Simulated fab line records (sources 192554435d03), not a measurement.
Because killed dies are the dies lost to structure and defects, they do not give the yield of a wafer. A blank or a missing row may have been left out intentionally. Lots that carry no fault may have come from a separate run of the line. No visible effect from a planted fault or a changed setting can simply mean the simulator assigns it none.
Matching of chambers + flow n5Finfet + 3 sister chambers for N5_PMOS_HMC_CHANNEL_EPI_HM_DEP_34 on pecvd-01
The step deposits SiO2 from TEOS/O2, target thk 36 nm, time 6.9 s. 3 wafers are shown with their chamber, then 7 later ones without.

WAFERS PAIRED WITH THEIR CHAMBERS
| wafer  | chamber | throttleValvePct (%) |
|--------|---------|----------------------|
| L081.6 | 2       | 17.5                 |
| L084.1 | 1       | 18.4                 |
| L084.3 | 0       | 18.6                 |

WAFERS WITHOUT THEIR CHAMBER
| wafer  | throttleValvePct (%) |
|--------|----------------------|
| L084.4 | 17.4                 |
| L095.3 | 18.6                 |
| L095.4 | 17.5                 |
| L095.5 | 18.6                 |
| L097.1 | 18.8                 |
| L097.3 | 17.8                 |
| L097.5 | 18.6                 |

WHICH CHAMBER EACH WENT THROUGH
| wafer  | from the rows above     | in truth |
|--------|-------------------------|----------|
| L084.4 | 2                       | 2        |
| L095.3 | can't be placed: 0 or 1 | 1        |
| L095.4 | 2                       | 2        |
| L095.5 | can't be placed: 0 or 1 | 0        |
| L097.1 | can't be placed: 0 or 1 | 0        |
| L097.3 | 2                       | 2        |
| L097.5 | can't be placed: 0 or 1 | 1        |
3 of 7 placed correctly. Not placeable from these rows: 4 (in 4, the candidates include the true chamber). Placed wrongly: 0.
How it was worked out, from the rows above alone: a wafer's distance from a chamber is the root of the sum, over the readings, of the square of ((its reading less the chamber's mean) divided by the reading's scatter). The wafer belongs to the nearest chamber; if the next one is less than 2 further off, it can't be placed. A chamber's mean is the mean of its shown wafers. The scatter (one wafer shown for each chamber): square how far every hidden wafer sits from the nearest shown wafer, average those squares and take the square root.
